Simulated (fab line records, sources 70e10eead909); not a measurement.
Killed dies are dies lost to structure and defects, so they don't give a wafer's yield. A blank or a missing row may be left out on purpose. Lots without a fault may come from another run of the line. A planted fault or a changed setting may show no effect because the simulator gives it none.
fab line records | flow nand_harc
record lots=6 wafers=18 last_day=24
route steps=1159 shown A_STAIRCASE@602
lots that met no fault: from a run of the same line without faults
start_h: hours from the record's first day to the start of the lot's first wafer shown | wait_h: hours since the lot's step before | " the same as in the row above | L1.1+2: a row that stands for several wafers | - no value, or no start given | * or withheld: withheld | < > ~ a bound
route shown NAME@n: a module of which the file shows steps, and the number in the route of the first | usual: mean/standard deviation of fault-free wafers | same: alike in all rows | chamber/n: place in a boat | sites: the reading at each site | _std_site: their standard deviation | _edge_site: outer sites' mean less inner sites' | radius_mm: how far each site lies from the wafer's centre | mask NAME#n: copy n | behind: the tool/chamber that last shaped the wafer | hold: why the lot was held/for how many hours/how that ended | device: the transistor (n, p or np) that didn't switch | end of line: the same wafers' tests at the end of the route | a step without rows: its recipe alone | killed: dies lost to structure and defects at the first sort, not the wafer's yield | map: a wafer's dies, x killed, . not, _ none there
set.NAME: the setting as run; set.NAME@STEP: as run at that earlier step | model.NAME: the simulator's own value behind a step, which no gauge read
lots at some steps of the route; a table a step, a row a wafer
services: from which hour (start_h, from the record's first day; less than 0 if before it) a tool's chamber was out of use, for how many hours, and why
## steps
# step NHARC_A_STAIRCASE_SRD_208
# step NHARC_A_STAIRCASE_DEHYDRATE_209
# recipe temp_c=150 time_s=120
# step NHARC_A_STAIRCASE_HMDS_210
# recipe time_s=30
# step NHARC_A_STAIRCASE_COAT_211
# recipe spin_rpm=1200
# step NHARC_A_STAIRCASE_SOFTBAKE_212
# recipe temp_c=135 time_s=170
# step NHARC_A_STAIRCASE_EBR_213
# step NHARC_A_STAIRCASE_EXPOSE_214
# recipe na=0.5 dose_mj=31.26 mask_id=STAIR_3
# step NHARC_A_STAIRCASE_PEB_215
# recipe peb_temp_c=115 peb_time_s=130
# step NHARC_A_STAIRCASE_DEVELOP_216
# recipe time_s=140
# step NHARC_A_STAIRCASE_HARDBAKE_218
# recipe temp_c=120 time_s=140
# step NHARC_A_STAIRCASE_DESCUM_219
# recipe time_s=3 o2_flow_sccm=200 ar_flow_sccm=0 bias_power_w=0 chemistry=O2
# usual chamber_pressure_mTorr=60.01/0.06 drypump_motor_current_A=5.9/0.35 oes_product_au=1.004/0.013 rf_vpp_V=57.9/0.93 showerhead_plenum_p_Torr=1.94/0.076 throttle_valve_pct=11.311/0.0087
# columns lot.wafer tool chamber start_h wait_h chamber_pressure_mTorr drypump_motor_current_A oes_product_au rf_hours_counter_h rf_vpp_V showerhead_plenum_p_Torr throttle_valve_pct
L503.3 rie_diel-07 2 306.25 - 59.96 5.9 1.018 18 59.0 1.92 11.298
L503.4 " 0 " " 59.97 6.3 1.001 23 59.0 1.89 11.312
L503.2 " 1 " " 59.97 6.1 0.982 23 58.6 1.92 11.311
L507.4 rie_diel-13 2 328.57 - 59.97 6.0 1.024 14 58.5 2.01 11.313
L507.3 " 3 " " 60.00 5.6 0.994 15 57.5 2.01 11.323
L507.5 " 3 " " 59.99 5.6 1.002 - 57.5 2.01 11.303
L512.3 rie_diel-13 3 344.42 - 60.11 5.6 0.987 23 58.7 2.01 11.305
L512.1 " 0 " " 59.98 5.6 1.001 25 57.8 2.04 11.311
L512.6 " 2 " " 59.93 6.0 1.022 - 58.8 2.01 11.315
L516.2 rie_diel-07 0 369.80 - 60.00 6.3 1.005 44 56.4 1.88 11.324
L516.6 " 1 " " 59.88 6.0 0.996 - 59.3 1.91 11.314
L516.5 " 2 " " 60.03 5.9 1.032 - 60.2 1.91 11.306
L514.3 rie_diel-13 0 376.42 - 60.03 5.6 0.992 35 57.5 2.04 11.306
L514.2 " 1 " " 59.98 5.6 0.998 34 57.2 2.00 11.331
L514.6 " 0 " " 60.07 5.6 0.997 - 59.6 2.04 11.308
L517.1 rie_diel-07 2 380.10 - 60.06 5.9 1.028 44 58.9 1.91 11.302
L517.4 " 0 " " 59.92 6.3 0.999 49 57.0 1.88 11.311
L517.5 " 1 " " 59.94 6.1 1.004 - 57.3 1.91 11.328
# step NHARC_A_STAIRCASE_TRIM_220
# recipe time_s=211.2 o2_flow_sccm=500 ar_flow_sccm=0 bias_w=0 chemistry=O2
# usual chamber_pressure_mTorr=60.00/0.053 drypump_motor_current_A=5.9/0.34 oes_product_au=1.005/0.012 rf_vpp_V=57.9/0.91 run_length_s=232.5/0.47 showerhead_plenum_p_Torr=3.58/0.13 throttle_valve_pct=17.038/0.0096
# columns lot.wafer tool chamber start_h wait_h chamber_pressure_mTorr drypump_motor_current_A oes_product_au rf_hours_counter_h rf_vpp_V run_length_s showerhead_plenum_p_Torr throttle_valve_pct
L503.3 rie_diel-07 2 306.33 0.1 59.97 5.9 1.022 18 57.3 232.7 3.54 17.036
L503.4 " 3 " " 60.06 5.8 0.999 24 58.8 233.0 3.59 17.032
L503.2 " 1 " " 60.04 6.1 0.988 23 56.2 232.4 3.54 17.038
L507.4 rie_diel-13 0 328.71 0.1 59.97 5.7 1.000 17 59.5 232.9 3.76 17.046
L507.3 " 1 " " 60.08 5.6 0.999 15 58.1 232.9 3.69 17.033
L507.5 " 3 " " 59.88 5.6 1.000 - 57.5 232.5 3.70 17.058
L512.3 rie_diel-13 0 344.55 0.1 60.10 5.7 1.007 25 58.0 221.6 3.75 17.039
L512.1 " 2 " " 60.03 6.0 1.029 22 57.9 233.1 3.69 17.037
L512.6 " 1 " " 59.98 5.6 0.994 - 58.3 232.9 3.68 17.041
L516.2 rie_diel-07 1 369.94 0.1 60.00 6.0 1.007 45 56.5 232.5 3.53 17.027
L516.5 " 1 " " 60.06 6.1 1.002 - 55.4 232.3 3.53 17.043
L516.6 " 2 " " 60.08 5.9 1.031 - 58.7 233.1 3.52 17.038
L514.2 rie_diel-13 0 376.52 0.1 60.01 5.6 1.006 35 57.2 221.7 3.75 17.039
L514.3 " 2 " " 59.97 6.0 1.027 30 57.9 232.9 3.69 17.042
L514.6 " 0 " " 59.98 5.6 1.009 - 58.4 221.8 3.75 17.039
L517.4 rie_diel-07 2 380.24 0.1 60.03 5.8 1.021 44 57.2 232.9 3.52 17.056
L517.1 " 0 " " 60.05 6.3 1.002 49 58.1 232.6 3.47 17.032
L517.5 " 3 " " 60.00 5.8 1.002 - 58.8 233.6 3.58 17.042
# step NHARC_A_STAIRCASE_ETCH_221
# recipe target_depth_a=1000 time_s=40.5 ion_energy_ev=400 c4f8_flow_sccm=20 o2_flow_sccm=10 ar_flow_sccm=withheld rf_w=600 bias_w=1000 chemistry=C4F8/O2
# usual chamber_pressure_mTorr=25.000/0.02 oes_product_au=0.941/0.015 rf_vpp_V=898/4.7
# columns lot.wafer tool chamber start_h wait_h chamber_pressure_mTorr oes_product_au rf_hours_counter_h rf_vpp_V
L503.4 rie_diel-07 2 - - 25.024 0.965 18 896
L503.3 " 3 " " 25.024 0.932 24 898
L503.2 " 0 " " 24.989 0.956 23 893
L507.3 rie_diel-13 0 - - 25.009 0.933 19 905
L507.4 " 1 " " 25.014 0.930 17 902
L507.5 " 1 " " 24.981 0.934 - 902
L512.3 rie_diel-13 2 - - 25.000 0.943 22 902
L512.1 " 1 " " 25.029 0.914 24 901
L512.6 " 2 " " 24.999 0.944 - 902
L516.2 rie_diel-07 0 - - 25.033 0.921 44 895
L516.5 " 2 " " 24.982 0.947 - 895
L516.6 " 0 " " 25.000 0.932 - 893
L514.3 rie_diel-13 0 - - 24.983 0.943 35 903
L514.2 " 2 " " 24.964 0.970 30 902
L514.6 " 0 " " 24.995 0.930 - 905
L517.4 rie_diel-07 3 - - 24.986 0.924 46 899
L517.1 " 1 " " 25.029 0.925 50 896
L517.5 " 3 " " 25.017 0.917 - 898
## services
# columns tool chamber start_h hours kind
rie_diel-13 0 285.32 - clean
rie_diel-13 1 285.32 - clean
rie_diel-13 2 285.32 - clean
rie_diel-13 3 285.32 - clean
rie_diel-07 0 286.54 - clean
rie_diel-07 1 286.54 - clean
rie_diel-07 2 286.54 - clean
rie_diel-07 3 286.54 - clean
rie_diel-13 0 309.82 - clean
rie_diel-13 1 309.82 - clean
rie_diel-13 2 309.82 - clean
rie_diel-13 3 309.82 - clean
rie_diel-07 0 311.04 - clean
rie_diel-07 1 311.04 - clean
rie_diel-07 2 311.04 - clean
rie_diel-07 3 311.04 - clean
rie_diel-13 - 315.34 0.5 repair
rie_diel-13 0 334.33 - clean
rie_diel-13 1 334.33 - clean
rie_diel-13 2 334.33 - clean
rie_diel-13 3 334.33 - clean
rie_diel-07 0 335.58 - clean
rie_diel-07 1 335.58 - clean
rie_diel-13 - 377.73 0.4 repair
## key
first_sign step=NHARC_A_STAIRCASE_TRIM_220 reading=run_length_s direction=down sigmas=23 usual=* struck=*
effect none on later readings
met_at NHARC_A_STAIRCASE_TRIM_220
struck_wafers L512.3,L514.2,L514.6
tester_left_out L512,L514
onset_between 328.71 344.55
fault kind=process_parameter_drift tool=rie_diel-13 chamber=0 onset_h=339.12 steps=NHARC_A_STAIRCASE_TRIM_220 channel=time_s offset=* shape=step end_h=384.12 acts_in=* stated=*
# tester_left_out: of these lots the tester's yield and bins aren't shown, on N5 and GAA mostly nor the transistor test; their killed dies are dies lost to structure and defects alone, not to doping, threshold or leakage, so they don't give the yield
